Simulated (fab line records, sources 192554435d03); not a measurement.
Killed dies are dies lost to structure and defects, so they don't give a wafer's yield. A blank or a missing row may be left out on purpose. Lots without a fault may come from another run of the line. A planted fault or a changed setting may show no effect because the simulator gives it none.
A struck lot beside a sound one | flow n5_finfet | 16 steps out of a route of 1938
Sound: wafers L217.3, L217.4, L217.6. Struck: wafer L227.5. (L227.4 of the same lot was not struck and is left out.) The cause comes at the end.
At each step with rows: each side's tool, then ch and its chambers, then its first start. Under that, the readings that differ: sound wafers | struck wafers | difference of the means | sigmas: that difference in standard deviations of wafers without a fault.
alike: readings whose means differ by less than 2 such deviations, and words and numbers that are the same on both sides. not compared: withheld readings, readings that some wafer has no value for, bounds like >300 that may hide the same value, and numbers for which the record gives no deviation and whose values overlap.
The two part at a step that has a row with sigmas, a row that says differs or no value, or rows on one side only. Numbers that don't overlap but have no deviation are shown without sigmas and don't part them. A reading that every wafer of one side lacks parts them only if that side has two wafers or more.

N5_MOL_CONTACT_COAG_DESCUM_45: chemistry O2, time 7 s.
  sound on rie_diel-06 ch 1,2,3, day 6 05:08; struck on rie_diel-06 ch 1, day 9 02:02
  alike: drypump_motor_current_A, oes_product_au, rf_vpp_V, showerhead_plenum_p_Torr, throttle_valve_pct
  not compared: rf_hours_counter_h
N5_MOL_CONTACT_COAG_ETCH_65: etches underlayer in N2/H2, target depth 13 nm, time 10.4 s.
  sound on rie_diel-06 ch 1,2,3, day 6 05:11; struck on rie_diel-06 ch 1, day 9 02:04
  alike: drypump_motor_current_A, etch_rf_on_time_s, n2_flow_sccm, oes_product_au, rf_vpp_V, showerhead_plenum_p_Torr, throttle_valve_pct
  not compared: rf_hours_counter_h
then, 1 step without rows for these wafers: N5_MOL_CONTACT_COAG_ETCH_66 (etches SiARC in CF4, target depth 13 nm, time 21.7 s).
N5_MOL_CONTACT_COAG_ALD_133: deposits SiO2, target thk 5 nm, pulse time 1 s, co reactant pulse time 1 s.
  sound on ald_sin-04 ch 0,1,2, day 6 05:24; struck on ald_sin-03 ch 1, day 9 02:21
  alike: heater_power_w, precursor_pulse_height_rel
N5_MOL_CONTACT_COAG_ETCHBACK_134: etches SiO2 in CHF3, target depth 10 nm, time 6.7 s.
  sound on rie_diel-01 ch 1,2, day 6 05:35; struck on rie_diel-01 ch 2, day 9 02:32
  alike: drypump_motor_current_A, oes_ar_750_au, oes_f_703_au, oes_product_au, rf_vpp_V, showerhead_plenum_p_Torr, throttle_valve_pct
  not compared: rf_hours_counter_h
N5_MOL_CONTACT_COAG_ETCH_67: etches SOC in N2/H2, target depth 60 nm, overetch 21 nm, time 101.2 s.
  sound on rie_diel-01 ch 1,2, day 6 05:37; struck on rie_diel-01 ch 2, day 9 02:34
  alike: drypump_motor_current_A, n2_flow_sccm, oes_product_au, rf_vpp_V, showerhead_plenum_p_Torr, throttle_valve_pct
  not compared: rf_hours_counter_h
then, 6 steps without rows for these wafers: N5_MOL_CONTACT_COAG_STRIP_68 (strips in N2/H2); N5_MOL_CONTACT_COAG_STRIP_69 (strips in N2/H2); N5_MOL_CONTACT_COAG_ETCHBACK_136 (etches SiO2 in CHF3, target depth 25 nm, time 16.7 s); N5_MOL_CONTACT_COAG_STRIP_120 (strips in CHF3); N5_MOL_CONTACT_COAG_VIA_ETCH_117 (etches SiO2 in C4F6/O2, target depth 40 nm, overetch 8 nm, time 26 s); N5_MOL_CONTACT_COAG_ETCH_124 (etches SiNx in CH3F/O2, stops on SiOC, target depth 6.5 nm).
N5_MOL_CONTACT_COAG_ETCH_48: etches SiOC in C4F6/O2, target depth 15 nm, overetch 4.5 nm, time 17 s.
  sound on rie_diel-01 ch 1,2, day 6 05:49; struck on rie_diel-01 ch 2, day 9 02:46
  reading                                           | sound        | struck | difference | sigmas
  model.SOC_of_MOL_CONTACT_COAG_COAT_62.thk_nm (nm) | 46 46.2 45.8 | 44.8   | -1.2       |
  alike: drypump_motor_current_A, oes_ar_750_au, oes_f_703_au, oes_o_777_au, oes_product_au, rf_vpp_V, showerhead_plenum_p_Torr, throttle_valve_pct
  not compared: rf_hours_counter_h
then, 1 step without rows for these wafers: N5_MOL_CONTACT_COAG_STRIP_72 (strips in N2/H2).
-- the record jumps here: 3 days lie between the struck wafers' starts before and after (it left off in module MOL_CONTACT_COAG and takes up again in module BEOL_M4, whose first step shown is number 1111 of the route) --
N5_BEOL_M4_RC_MEAS_101:
  sound on prober-02 ch 0, day 8 15:10; struck on prober-02 ch 0, day 11 16:58
  reading        | sound          | struck | difference | sigmas
  DIBL_N (mV/V)  | 34.9 34.9 35.4 | 39.1   | +4.0       | +2
  IOFF_N (nA/um) | 0.13 0.14 0.15 | 0.21   | +0.07      | +2
  SS_N (mV/dec)  | 70.7 71.5 71.4 | 72.7   | +1.5       | +2
  alike: DIBL_P, IOFF_P, ION_N, ION_P, SS_P, VT_N, VT_P
then, 1 step without rows for these wafers: N5_PASSIVATION_PROBE_49.

WHERE THEY PART
Only at N5_BEOL_M4_RC_MEAS_101, within this record.

WHY: what the simulator had put in
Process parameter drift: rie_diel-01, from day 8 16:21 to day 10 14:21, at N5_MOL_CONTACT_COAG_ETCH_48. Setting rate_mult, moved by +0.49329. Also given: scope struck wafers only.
